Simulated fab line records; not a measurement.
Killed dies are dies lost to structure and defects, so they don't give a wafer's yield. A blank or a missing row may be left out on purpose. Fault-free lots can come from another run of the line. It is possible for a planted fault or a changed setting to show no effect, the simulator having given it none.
Chamber matching    flow n5_finfet    N5_BEOL_M8_CURE_74 on uv_cure-01 has 3 sister chambers
The step cures SiCOH lowk, time 240 s. 20 wafers are shown with their chamber, then 10 later ones without.

WAFERS PAIRED WITH THEIR CHAMBERS
wafer   chamber  lamp_power_pct (%)  wafer_temp_C_max
L074.2  2        52.39               386.7
L074.3  2        52.23               386.6
L074.4  2        52.22               386.5
L078.3  0        52.32               387.2
L078.5  0        52.27               386.8
L078.6  0        52.30               386.5
L079.1  0        52.31               386.7
L079.2  0        52.36               387.1
L079.6  0        52.27               386.1
L081.1  0        52.28               386.4
L081.3  0        52.25               387.3
L081.6  0        52.33               386.8
L081.2  0        52.31               387.3
L081.4  0        52.32               386.6
L081.5  0        52.36               386.9
L080.1  1        52.33               386.6
L080.2  1        52.41               387.2
L080.4  1        52.29               386.6
L086.1  0        52.35               386.6
L086.2  0        52.36               386.6

SIGNATURES (means of the wafers above)
reading           chamber 0  chamber 1  chamber 2  scatter within a chamber
lamp_power_pct    52.3136    52.3433    52.2800    0.0503
wafer_temp_C_max  386.779    386.800    386.600    0.333
Rule: for each reading, subtract the chamber's mean from the wafer's reading, divide by that reading's scatter and square the result; add these up over the readings and take the root, which gives the wafer's distance from the chamber. The wafer belongs to the nearest chamber; if the next one is less than 2 further off, it can't be placed. How the scatter is found: for the shown wafers, subtract from each reading the mean of its chamber, square and add these, divide the total by (wafers less chambers), then take the root.

WAFERS WITH NO CHAMBER GIVEN
wafer   lamp_power_pct (%)  wafer_temp_C_max
L086.3  52.30               386.4
L088.1  52.36               386.7
L088.4  52.43               386.6
L088.5  52.25               387.0
L092.2  52.27               386.6
L092.3  52.26               386.6
L092.4  52.32               386.5
L096.3  52.33               386.8
L096.5  52.28               386.5
L096.6  52.38               386.7

CHAMBER TAKEN BY EACH
wafer   from the rows above           in truth
L086.3  can't be placed: 2 or 0 or 1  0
L088.1  can't be placed: 1 or 0 or 2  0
L088.4  can't be placed: 1 or 0 or 2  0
L088.5  can't be placed: 2 or 0 or 1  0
L092.2  can't be placed: 2 or 0 or 1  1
L092.3  can't be placed: 2 or 0 or 1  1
L092.4  can't be placed: 0 or 2 or 1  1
L096.3  can't be placed: 1 or 0 or 2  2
L096.5  can't be placed: 2 or 0 or 1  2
L096.6  can't be placed: 1 or 0 or 2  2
Placed correctly: 0 of 10. Can't be placed from these rows: 10 (the true chamber is among the candidates in 10). 0 placed wrongly.
